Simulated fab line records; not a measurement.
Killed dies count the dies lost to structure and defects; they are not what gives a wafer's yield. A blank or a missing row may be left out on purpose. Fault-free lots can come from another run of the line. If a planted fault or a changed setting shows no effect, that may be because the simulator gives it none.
The tool behind it: which one?    flow n5 finfet    72 wafers from 24 lots sampled at 4 of the route's 1938 steps

## WHAT THE GAUGES READ, wafer by wafer
N5_BEOL_M10_CD_MEAS_18: pitch 140 nm, target cd 70 nm.
lot   measured      on         cd nm (nm)
L074  day 9 21:17   cd sem-02  69.6 70.2 69.9
L075  day 10 06:28  cd sem-01  69.2 69.4 69.3
L076  day 10 07:27  cd sem-02  70.2 70.8 70.8
L077  day 10 13:56  cd sem-01  69.4 69.4 69.7
L078  day 11 02:11  cd sem-02  70.1 69.8 70.3
L079  day 11 12:59  cd sem-02  69.4 69.7 70.1
L080  day 11 14:52  cd sem-02  70.2 70.6 70.0
L082  day 11 22:39  cd sem-01  71.0 70.1 70.1
L081  day 11 22:55  cd sem-01  69.6 69.2 69.5
L084  day 12 06:50  cd sem-02  70.4 69.4 71.1
L083  day 12 10:29  cd sem-01  70.2 70.5 69.9
L085  day 12 16:34  cd sem-01  70.4 70.8 70.7
L086  day 12 23:10  cd sem-01  70.6 70.9 71.1
L087  day 13 18:31  cd sem-03  70.7 70.5 70.4
L090  day 13 18:17  cd sem-03  70.3 70.4 70.3
L088  day 13 18:20  cd sem-03  69.9 69.2 69.9
L089  day 14 01:58  cd sem-01  70.2 70.6 70.1
L091  day 14 05:11  cd sem-02  69.7 70.1 69.1
L092  day 14 10:36  cd sem-01  69.3 70.3 70.5
L094  day 15 02:35  cd sem-03  70.5 70.4 69.9
L093  day 15 05:53  cd sem-01  69.5 69.3 70.0
L096  day 16 01:45  cd sem-03  69.6 70.1 70.3
L095  day 16 02:28  cd sem-02  70.1 69.9 69.8
L097  day 16 09:29  cd sem-03  70.4 70.9 70.0

## TOOL THAT RAN EACH LOT (tool first, then ch and the chambers of the sampled wafers, then the start)
lot   N5_BEOL_M9_CMP_52              N5_BEOL_M10_ETCH_62                 N5_BEOL_M10_STRIP_67
L074  cmp-02 ch 0,2,3, day 9 18:13   rie diel-04 ch 0,1,3, day 9 20:55   rie diel-04 ch 0,1,3, day 9 21:03
L075  cmp-02 ch 0,1,2, day 10 02:16  rie diel-04 ch 0,2,3, day 10 06:02  rie diel-04 ch 0,2,3, day 10 06:11
L076  cmp-04 ch 1,2, day 10 04:13    rie diel-04 ch 2,3, day 10 07:05    rie diel-04 ch 2,3, day 10 07:13
L077  cmp-04 ch 0,2, day 10 10:28    rie diel-03 ch 0,2,3, day 10 13:34  rie diel-03 ch 0,1,2, day 10 13:43
L078  cmp-02 ch 0,3, day 10 21:25    rie diel-06 ch 0,2,3, day 11 01:48  rie diel-06 ch 0,2,3, day 11 01:57
L079  cmp-04 ch 1,2, day 11 09:41    rie diel-06 ch 1,2,3, day 11 12:32  rie diel-06 ch 1,2,3, day 11 12:40
L080  cmp-04 ch 0,1,2, day 11 10:15  rie diel-06 ch 0,1,3, day 11 14:29  rie diel-06 ch 0,1,3, day 11 14:38
L082  cmp-02 ch 0,2,3, day 11 18:44  rie diel-03 ch 0,1,3, day 11 22:11  rie diel-03 ch 0,1,3, day 11 22:20
L081  cmp-01 ch 1,2,3, day 11 18:55  rie diel-06 ch 0,2,3, day 11 22:32  rie diel-06 ch 0,2,3, day 11 22:41
L084  cmp-04 ch 0,2,3, day 12 03:23  rie diel-04 ch 0,2,3, day 12 06:28  rie diel-04 ch 0,2,3, day 12 06:37
L083  cmp-02 ch 0,1, day 12 07:32    rie diel-03 ch 1,2,3, day 12 10:07  rie diel-03 ch 1,2,3, day 12 10:16
L085  cmp-02 ch 1,3, day 12 13:47    rie diel-04 ch 0,1, day 12 16:13    rie diel-04 ch 0,1, day 12 16:21
L086  cmp-01 ch 0,2,3, day 12 20:52  rie diel-04 ch 0,2,3, day 12 22:43  rie diel-04 ch 0,2,3, day 12 22:51
L087  cmp-04 ch 1,3, day 13 13:47    rie diel-04 ch 1,2,3, day 13 18:08  rie diel-04 ch 1,2,3, day 13 18:17
L090  cmp-02 ch 1,2, day 13 14:13    rie diel-06 ch 1,2, day 13 17:48    rie diel-06 ch 1,2, day 13 17:56
L088  cmp-02 ch 1,2,3, day 13 14:46  rie diel-04 ch 1,2,3, day 13 17:53  rie diel-04 ch 1,2,3, day 13 18:02
L089  cmp-01 ch 2,3, day 13 22:38    rie diel-03 ch 0,2,3, day 14 01:36  rie diel-03 ch 0,2,3, day 14 01:45
L091  cmp-04 ch 0,3, day 14 00:47    rie diel-04 ch 0,2, day 14 04:49    rie diel-04 ch 0,2, day 14 04:58
L092  cmp-04 ch 1,2,3, day 14 02:44  rie diel-04 ch 1,2,3, day 14 09:59  rie diel-04 ch 1,2,3, day 14 10:08
L094  cmp-04 ch 1,2, day 14 23:38    rie diel-06 ch 0,1, day 15 02:11    rie diel-06 ch 0,1, day 15 02:19
L093  cmp-04 ch 1,2,3, day 15 00:46  rie diel-03 ch 0,2, day 15 05:25    rie diel-03 ch 0,2, day 15 05:34
L096  cmp-01 ch 0,1,2, day 15 22:15  rie diel-03 ch 0,2,3, day 16 01:23  rie diel-03 ch 0,2,3, day 16 01:32
L095  cmp-01 ch 1,2, day 16 00:06    rie diel-04 ch 0,1,2, day 16 02:06  rie diel-04 ch 0,1,2, day 16 02:15
L097  cmp-04 ch 0,1,3, day 16 05:20  rie diel-03 ch 1,3, day 16 09:07    rie diel-03 ch 1,3, day 16 09:16
- N5_BEOL_M9_CMP_52: polishes, stops on SiCOH lowk, t overpolish 7 s, target thk 140 nm.
- N5_BEOL_M10_ETCH_62: etches SOC in N2/H2, target depth 110 nm, overetch 22 nm, time 165 s.
- N5_BEOL_M10_STRIP_67: strips in CF4.

## AS READ BY THE TOOLS THEMSELVES (means over the sampled wafers that have a number; for cases with no such wafer, the mark the record gives instead)
N5_BEOL_M9_CMP_52.
lot   tool    barrier field endpoint s (s)  motor current A (A)  overpolish run s (s)  retaining ring pressure frac  time to endpoint s (s)
L074  cmp-02  28.0                          6.0                  7.002                 1.003                         61.9
L075  cmp-02  28.0                          5.9                  6.998                 1.002                         64.1
L076  cmp-04  28.6                          6.8                  6.998                 1.005                         67.1
L077  cmp-04  29.7                          5.9                  7.014                 1.002                         66.7
L078  cmp-02  28.6                          6.2                  7.000                 0.994                         65.1
L079  cmp-04  28.9                          6.9                  7.005                 1.001                         62.5
L080  cmp-04  29.5                          6.4                  6.997                 0.995                         67.0
L082  cmp-02  28.8                          5.9                  6.989                 0.999                         62.5
L081  cmp-01  29.3                          5.8                  6.994                 1.005                         69.2
L084  cmp-04  28.6                          5.8                  6.993                 0.998                         63.0
L083  cmp-02  29.5                          6.0                  6.997                 1.001                         67.1
L085  cmp-02  29.1                          5.9                  7.002                 1.003                         68.8
L086  cmp-01  29.1                          6.1                  6.989                 1.000                         67.7
L087  cmp-04  28.6                          5.8                  6.996                 1.004                         62.7
L090  cmp-02  28.6                          5.5                  7.001                 1.006                         63.4
L088  cmp-02  28.7                          5.7                  6.996                 0.998                         66.1
L089  cmp-01  29.4                          5.6                  7.004                 0.999                         71.2
L091  cmp-04  28.8                          5.1                  7.005                 0.996                         61.9
L092  cmp-04  28.4                          6.0                  7.000                 1.001                         63.2
L094  cmp-04  28.8                          6.8                  7.003                 0.999                         66.2
L093  cmp-04  28.7                          6.0                  7.016                 0.996                         66.4
L096  cmp-01  28.7                          6.2                  7.009                 1.000                         68.1
L095  cmp-01  28.5                          6.4                  6.994                 0.996                         62.6
L097  cmp-04  28.8                          5.5                  6.986                 0.999                         66.2

N5_BEOL_M10_ETCH_62.
lot   tool         drypump motor current A (A)  oes product au (a.u.)  rf vpp V (V)  showerhead plenum p Torr (Torr)  throttle valve pct (%)
L074  rie diel-04  5.5                          0.74                   525.1         2.62                             17.7
L075  rie diel-04  5.5                          0.71                   525.6         2.62                             17.6
L076  rie diel-04  5.6                          0.71                   524.8         2.59                             17.4
L077  rie diel-03  5.5                          0.74                   525.6         2.59                             17.8
L078  rie diel-06  5.7                          0.62                   523.4         2.53                             17.9
L079  rie diel-06  5.6                          0.63                   522.6         2.50                             18.2
L080  rie diel-06  5.8                          0.61                   523.3         2.53                             18.0
L082  rie diel-03  5.5                          0.75                   523.4         2.52                             17.8
L081  rie diel-06  5.7                          0.62                   523.2         2.53                             18.0
L084  rie diel-04  5.5                          0.69                   525.7         2.61                             17.6
L083  rie diel-03  5.6                          0.75                   525.4         2.59                             17.7
L085  rie diel-04  5.5                          0.69                   526.0         2.65                             18.0
L086  rie diel-04  5.5                          0.69                   526.0         2.61                             17.6
L087  rie diel-04  5.7                          0.70                   524.5         2.58                             17.5
L090  rie diel-06  5.1                          0.64                   521.1         2.44                             18.1
L088  rie diel-04  5.7                          0.70                   524.4         2.58                             17.5
L089  rie diel-03  5.5                          0.71                   525.0         2.58                             17.8
L091  rie diel-04  5.5                          0.66                   526.4         2.64                             17.9
L092  rie diel-04  5.6                          0.70                   525.1         2.57                             17.5
L094  rie diel-06  5.4                          0.60                   521.5         2.46                             18.1
L093  rie diel-03  5.3                          0.69                   523.1         2.53                             17.8
L096  rie diel-03  5.5                          0.70                   524.8         2.57                             17.9
L095  rie diel-04  5.6                          0.67                   525.0         2.61                             17.8
L097  rie diel-03  5.7                          0.73                   523.9         2.55                             18.0

N5_BEOL_M10_STRIP_67.
lot   tool         drypump motor current A (A)  oes product au (a.u.)  rf vpp V (V)  showerhead plenum p Torr (Torr)  throttle valve pct (%)
L074  rie diel-04  5.5                          0.86                   272.3         1.84                             13.38
L075  rie diel-04  5.5                          0.84                   272.3         1.84                             13.32
L076  rie diel-04  5.6                          0.85                   271.3         1.82                             13.12
L077  rie diel-03  5.4                          0.88                   270.8         1.80                             13.33
L078  rie diel-06  5.7                          0.74                   270.4         1.79                             13.74
L079  rie diel-06  5.6                          0.74                   270.3         1.77                             13.84
L080  rie diel-06  5.7                          0.72                   271.3         1.78                             13.79
L082  rie diel-03  5.5                          0.89                   271.3         1.78                             13.50
L081  rie diel-06  5.7                          0.73                   270.7         1.79                             13.75
L084  rie diel-04  5.5                          0.81                   272.0         1.83                             13.36
L083  rie diel-03  5.6                          0.88                   271.9         1.83                             13.39
L085  rie diel-04  5.5                          0.81                   273.0         1.86                             13.65
L086  rie diel-04  5.5                          0.81                   271.5         1.83                             13.37
L087  rie diel-04  5.6                          0.83                   271.0         1.81                             13.24
L090  rie diel-06  5.1                          0.75                   269.1         1.73                             13.87
L088  rie diel-04  5.6                          0.83                   271.4         1.81                             13.24
L089  rie diel-03  5.5                          0.83                   271.5         1.82                             13.56
L091  rie diel-04  5.5                          0.78                   272.2         1.85                             13.61
L092  rie diel-04  5.6                          0.82                   271.7         1.81                             13.26
L094  rie diel-06  5.4                          0.71                   270.0         1.73                             13.89
L093  rie diel-03  5.3                          0.81                   270.5         1.79                             13.56
L096  rie diel-03  5.5                          0.82                   270.5         1.82                             13.59
L095  rie diel-04  5.6                          0.79                   272.3         1.83                             13.50
L097  rie diel-03  5.7                          0.86                   272.0         1.80                             13.60

## THE ANSWER, worked out from the rows above alone
Rule: what is usual is taken from the lots themselves. Put in order of their means at a reading, lots are off if they are a third of the lots or fewer, leave a main group of 4 or more, and stand apart from it by a gap of 3 or more times the standard deviation of the main group's means; of several such gaps the widest counts. A main group whose means are all the same, to the digits that the tables above print for the reading, isn't used. A lot without any number at a reading at which 4 lots or more have one is off too. The other lots that the step has rows for count as sound. After the gauges, taken in route order, come the tools' own readings; for these a lot's mean is taken, as printed above. At the first step where some lot is off, the reading lying furthest off is the one used; lots without a number count as furthest.
Nothing can be told from this: no lot is off at any reading shown.

## WHAT THE SIMULATOR HAD INSERTED
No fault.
